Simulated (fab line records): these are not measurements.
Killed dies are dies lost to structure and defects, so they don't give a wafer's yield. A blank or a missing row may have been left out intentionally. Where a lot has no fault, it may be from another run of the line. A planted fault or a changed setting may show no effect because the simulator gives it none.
fab line records	flow n5_finfet	part 2 of 2: steps 29 to 34 of 34
record: lots: 5	wafers: 15	last_day: 17
route steps=1938 shown MIM_TOP@1837 MIM_TOP_LITHO@1839 MIM_TOP_ETCH@1851 MIM_BOT_LITHO@1854 MIM_BOT_ETCH@1866
lots that met no fault: taken from a fault-free run of the same line
start_h: the number of hours between the record's first day and the start of the first shown wafer of the lot	wait_h: hours since the lot's step before	" the same as in the row above	L1.1+2: a single row standing in for several wafers	- no value, or no start given	* or withheld: withheld	< > ~ a bound
route shown NAME@n: NAME is a module with steps in the file, n the number in the route of the first one	usual: mean/standard deviation of fault-free wafers	same: alike in all rows	chamber/n: place in a boat	sites: readings site by site	_std_site: standard deviation of those values	_edge_site: mean of outer sites minus mean of inner sites	radius_mm: how far each site lies from the wafer's centre	mask NAME#n: copy n	behind: the tool/chamber that last shaped the wafer	hold: what put the lot on hold/how long, in hours/how the hold closed	device: which transistor (n, p or np) failed to switch	end of line: tests run on the same wafers once the route is complete	a step with no rows: only its recipe	killed: count of dies lost to structure and defects at first sort (not the wafer's yield)	map: dies across one wafer; x = killed, . = not, _ = none there
set.NAME: setting as actually run; set.NAME@STEP: the setting as run at that earlier step	model.NAME: the simulator's own value behind a step, which no gauge read
a table for each step, a row for each wafer; lots at some steps of the route
services: from which hour (start_h, from the record's first day; less than 0 if before it) a tool's chamber was out of use, for how many hours, and why
== steps ==
step: N5_MIM_BOT_LITHO_DESCUM_10
recipe: chemistry: O2	time_s: 7.9	source_power_w: 50	bias_power_w: 20	pressure_mtorr: 20	rf_frequency_hz: 2.712e+07	temp_c: 40	o2_flow_sccm: 225
usual: drypump_motor_current_A: 5.7/0.43	oes_product_au: 0.82/0.081	rf_vpp_V: 243.1/1.5	showerhead_plenum_p_Torr: 2.09/0.083	temp_c: 40.00/0.11	throttle_valve_pct: 20.41/0.23
same: time_s: 7.9
lot.wafer	tool	chamber	start_h	wait_h	drypump_motor_current_A	oes_product_au	rf_hours_counter_h	rf_vpp_V	showerhead_plenum_p_Torr	temp_c	throttle_valve_pct
L074.1	rie_diel-03	3	295.86	0.0	6.6	0.77	116	244.7	2.19	39.98	20.28
L074.2	"	1	"	"	5.7	0.92	27	243.5	2.13	39.82	20.39
L074.4	"	2	"	"	5.7	0.86	53	246.3	2.21	39.93	20.40
L078.1	rie_diel-03	3	312.97	0.1	6.6	0.77	122	246.1	2.18	39.84	20.29
L078.2	"	1	"	"	5.6	0.91	33	243.1	2.13	40.09	20.41
L078.5	"	1	"	"	5.7	0.90	-	242.5	2.13	39.98	20.40
L090.2	rie_diel-01	2	383.80	0.0	5.8	0.88	27	243.4	2.05	40.15	20.26
L090.5	"	3	"	"	5.5	0.91	-	243.5	2.06	39.93	20.23
L090.6	"	1	"	"	5.3	0.88	-	244.3	2.24	40.05	20.80
L094.2	rie_diel-06	0	395.90	0.0	6.5	0.70	206	242.2	2.00	39.89	20.62
L094.3	"	3	"	"	5.5	0.79	99	243.0	2.01	40.04	20.61
L094.4	"	1	"	"	5.4	0.80	90	241.4	2.00	39.96	19.99
L095.1	rie_diel-01	2	408.85	0.0	5.8	0.86	34	242.4	2.05	39.95	20.27
L095.2	"	3	"	"	5.5	0.89	20	242.6	2.06	39.93	20.25
L095.4	"	0	"	"	5.5	0.97	6	243.3	2.13	40.15	20.07
step: N5_MIM_BOT_ETCH_ETCH_04
recipe: chemistry: CF4/O2	target: SiNx	target_depth_a: 260	time_s: 13	ion_energy_ev: 100	pressure_mtorr: 40	source_w: 535	bias_w: 49	Ar_flow_sccm: 100	cf4_flow_sccm: 100	O2_flow_sccm: 10
usual: drypump_motor_current_A: 5.7/0.43	oes_product_au: 0.82/0.083	rf_vpp_V: 242/3.6	showerhead_plenum_p_Torr: 2.21/0.083	throttle_valve_pct: 15.96/0.23
same: time_s: 13
lot.wafer	tool	chamber	start_h	wait_h	drypump_motor_current_A	oes_product_au	rf_hours_counter_h	rf_vpp_V	showerhead_plenum_p_Torr	throttle_valve_pct
L074.1	rie_diel-03	3	295.93	0.0	6.6	0.78	116	247	2.29	15.83
L074.2	"	1	"	"	5.7	0.94	27	240	2.26	16.00
L074.4	"	2	"	"	5.8	0.85	53	245	2.33	16.06
L078.1	rie_diel-03	3	313.04	0.0	6.6	0.77	122	245	2.29	15.84
L078.2	"	1	"	"	5.7	0.92	33	239	2.25	16.02
L078.5	"	1	"	"	5.7	0.93	-	239	2.25	16.01
L090.2	rie_diel-01	2	383.87	0.0	5.8	0.88	27	235	2.16	15.78
L090.5	"	3	"	"	5.5	0.89	-	241	2.15	15.56
L090.6	"	1	"	"	5.3	0.89	-	242	2.34	16.18
L094.2	rie_diel-06	0	395.96	0.0	6.5	0.71	206	246	2.11	16.18
L094.3	"	3	"	"	5.5	0.80	99	240	2.14	16.25
L094.4	"	1	"	"	5.5	0.81	90	235	2.12	15.61
L095.1	rie_diel-01	2	408.91	0.0	5.8	0.86	34	235	2.16	15.82
L095.2	"	3	"	"	5.5	0.88	20	241	2.15	15.58
L095.4	"	0	"	"	5.5	0.95	6	243	2.26	15.74
step: N5_MIM_BOT_ETCH_ETCH_03
recipe: chemistry: Cl2/BCl3	target_depth_a: 120	pressure_mtorr: 8	icp_w: 800	bias_w: 100	Cl2_flow_sccm: 20	bcl3_flow_sccm: 80
usual: bcl3_flow_sccm: 79.96/0.26	drypump_motor_current_A: 5.66/0.27	oes_product_au: 0.85/0.078	throttle_valve_pct: 27.6/0.31
lot.wafer	tool	chamber	start_h	wait_h	bcl3_flow_sccm	drypump_motor_current_A	oes_product_au	rf_hours_counter_h	throttle_valve_pct
L074.1	rie_metal-03	1	296.02	0.1	80.07	5.28	0.83	30	27.3
L074.2	"	0	"	"	79.55	5.90	0.90	11	27.2
L074.4	"	1	"	"	79.89	5.26	0.83	-	27.3
L078.1	rie_metal-02	1	313.13	0.1	80.00	5.88	0.96	2	27.7
L078.2	"	0	"	"	79.83	5.80	0.91	10	27.9
L078.5	"	1	"	"	80.06	5.90	0.95	-	27.7
L090.2	rie_metal-01	1	383.96	0.1	79.83	5.38	0.66	91	28.1
L090.5	"	0	"	"	80.56	5.55	0.82	-	27.4
L090.6	"	1	"	"	79.79	5.37	0.66	-	28.1
L094.2	rie_metal-03	1	396.05	0.1	80.06	5.27	0.79	39	27.3
L094.3	"	1	"	"	79.76	5.26	0.79	-	27.3
L094.4	"	0	"	"	79.96	5.94	0.86	-	27.3
L095.1	rie_metal-03	0	409.00	0.1	79.97	5.91	0.85	22	27.3
L095.2	"	1	"	"	79.86	5.27	0.78	41	27.3
L095.4	"	1	"	"	79.86	5.29	0.79	-	27.3
step: N5_MIM_BOT_ETCH_ETCH_00
recipe: chemistry: Cl2/BCl3	target: TiN	target_depth_a: 455	ion_energy_ev: 150	pressure_mtorr: 10	icp_w: 1000	bias_w: 126	Cl2_flow_sccm: 53.25	bcl3_flow_sccm: 21.75	Ar_flow_sccm: 25
usual: bcl3_flow_sccm: 21.76/0.07	drypump_motor_current_A: 5.66/0.26	oes_product_au: 0.85/0.079	throttle_valve_pct: 21.92/0.25
lot.wafer	tool	chamber	start_h	wait_h	bcl3_flow_sccm	drypump_motor_current_A	oes_product_au	rf_hours_counter_h	throttle_valve_pct
L074.1	rie_metal-03	1	296.11	0.1	21.76	5.28	0.82	30	21.77
L074.2	"	0	"	"	21.79	5.91	0.90	11	21.60
L074.4	"	1	"	"	21.70	5.26	0.82	-	21.74
L078.1	rie_metal-02	1	313.22	0.1	21.81	5.89	0.96	2	22.04
L078.2	"	0	"	"	21.77	5.79	0.91	10	22.16
L078.5	"	1	"	"	21.76	5.92	0.96	-	22.06
L090.2	rie_metal-01	1	384.05	0.1	21.78	5.36	0.65	91	22.37
L090.5	"	0	"	"	21.66	5.63	0.82	-	21.79
L090.6	"	1	"	"	21.77	5.38	0.65	-	22.36
L094.2	rie_metal-03	1	396.14	0.1	21.71	5.27	0.79	39	21.78
L094.3	"	1	"	"	21.72	5.27	0.79	-	21.79
L094.4	"	0	"	"	21.76	5.91	0.87	-	21.60
L095.1	rie_metal-03	0	409.09	0.1	21.75	5.92	0.85	22	21.64
L095.2	"	1	"	"	21.88	5.27	0.79	41	21.80
L095.4	"	1	"	"	21.83	5.30	0.78	-	21.78
step: N5_MIM_BOT_ETCH_STRIP_01
recipe: chemistry: O2	power_w: 600	temp_c: 60	pressure_mtorr: 30	rf_frequency_hz: 6e+07	bias_power_w: 0	overash_fraction: 0.5	o2_flow_sccm: 225
usual: drypump_motor_current_A: 5.7/0.4	oes_product_au: 0.82/0.089	rf_vpp_V: 3.7/1.3	showerhead_plenum_p_Torr: 2.11/0.082	temp_c: 60.01/0.11	throttle_valve_pct: 16.67/0.2
lot.wafer	tool	chamber	start_h	wait_h	drypump_motor_current_A	oes_product_au	rf_hours_counter_h	rf_vpp_V	showerhead_plenum_p_Torr	temp_c	throttle_valve_pct
L074.1	rie_diel-03	3	296.25	0.1	6.6	0.78	116	2.6	2.19	60.01	16.54
L074.2	"	1	"	"	5.6	0.94	27	2.4	2.13	59.95	16.65
L074.4	"	2	"	"	5.7	0.88	53	4.5	2.21	60.13	16.68
L078.1	rie_diel-01	1	313.45	0.2	5.3	0.96	9	5.0	2.26	60.10	16.90
L078.2	"	3	"	"	5.5	0.71	247	3.3	2.07	59.99	16.85
L078.5	"	0	"	"	5.5	0.70	-	3.1	2.14	59.95	16.72
L090.2	rie_diel-01	2	384.19	0.1	5.8	0.86	27	3.3	2.06	59.97	16.46
L090.5	"	1	"	"	5.3	0.87	-	6.3	2.25	60.05	16.93
L090.6	"	2	"	"	5.8	0.87	-	3.5	2.06	60.17	16.47
L094.2	rie_diel-01	0	396.28	0.1	5.5	0.98	2	2.8	2.13	60.01	16.34
L094.3	"	1	"	"	5.3	0.90	43	4.9	2.24	60.10	16.98
L094.4	"	2	"	"	5.8	0.87	30	3.8	2.05	60.09	16.50
L095.1	rie_diel-06	0	409.23	0.1	6.4	0.71	211	2.6	2.00	59.99	16.91
L095.2	"	3	"	"	5.5	0.78	102	5.0	2.01	59.86	16.84
L095.4	"	1	"	"	5.5	0.82	94	6.6	2.01	59.78	16.26
step: N5_MIM_BOT_ETCH_STRIP_02
recipe: chemistry: post_etch_residue_remover	time_s: 1200	temp_c: 72.5
usual: temp_c: 72.50/0.12
same: time_s: 1200
lot.wafer	tool	chamber	start_h	wait_h	temp_c
L074.1	wet_bench-02	6	296.31	-	72.61
L074.2	"	7	"	"	72.37
L074.4	"	0	"	"	72.42
L078.1	wet_bench-01	2	313.51	-	72.59
L078.2	"	1	"	"	72.49
L078.5	"	5	"	"	72.28
L090.2	wet_bench-01	7	384.26	-	72.40
L090.5	"	4	"	"	72.41
L090.6	"	5	"	"	72.51
L094.2	wet_bench-04	6	396.35	-	72.56
L094.3	"	2	"	"	72.68
L094.4	"	7	"	"	72.48
L095.1	wet_bench-02	3	409.30	-	72.56
L095.2	"	7	"	"	72.70
L095.4	"	6	"	"	72.55
== services ==
tool	chamber	start_h	hours	kind
krf_scanner-01	-	273.29	0.8	pm
krf_scanner-01	-	279.42	1.3	pm
krf_scanner-02	-	287.23	1.3	pm
krf_scanner-02	-	302.30	6.9	repair
pvd_sputter-01	-	312.40	8.6	repair
krf_scanner-02	-	325.33	0.8	pm
wet_bench-02	-	327.85	1.6	repair
rie_metal-01	-	329.92	2.6	repair
rie_diel-03	1	331.23	10.9	repair
rie_diel-01	0	343.61	9.4	repair
rie_diel-04	3	352.37	5.9	repair
krf_scanner-01	-	356.14	4.0	pm
rie_diel-01	1	360.24	5.1	repair
rie_metal-02	1	360.90	5.3	repair
rie_diel-06	-	364.60	2.4	repair
rie_diel-05	3	368.86	6.4	repair
krf_scanner-01	-	371.81	2.2	repair
rie_diel-05	-	372.88	0.2	repair
rie_diel-05	0	381.64	1.3	repair
krf_scanner-01	-	391.65	4.4	pm
rie_metal-01	-	395.55	0.5	repair
krf_scanner-02	-	396.03	4.4	pm
pecvd-02	-	396.33	0.6	repair
rie_metal-01	0	403.57	2.1	repair
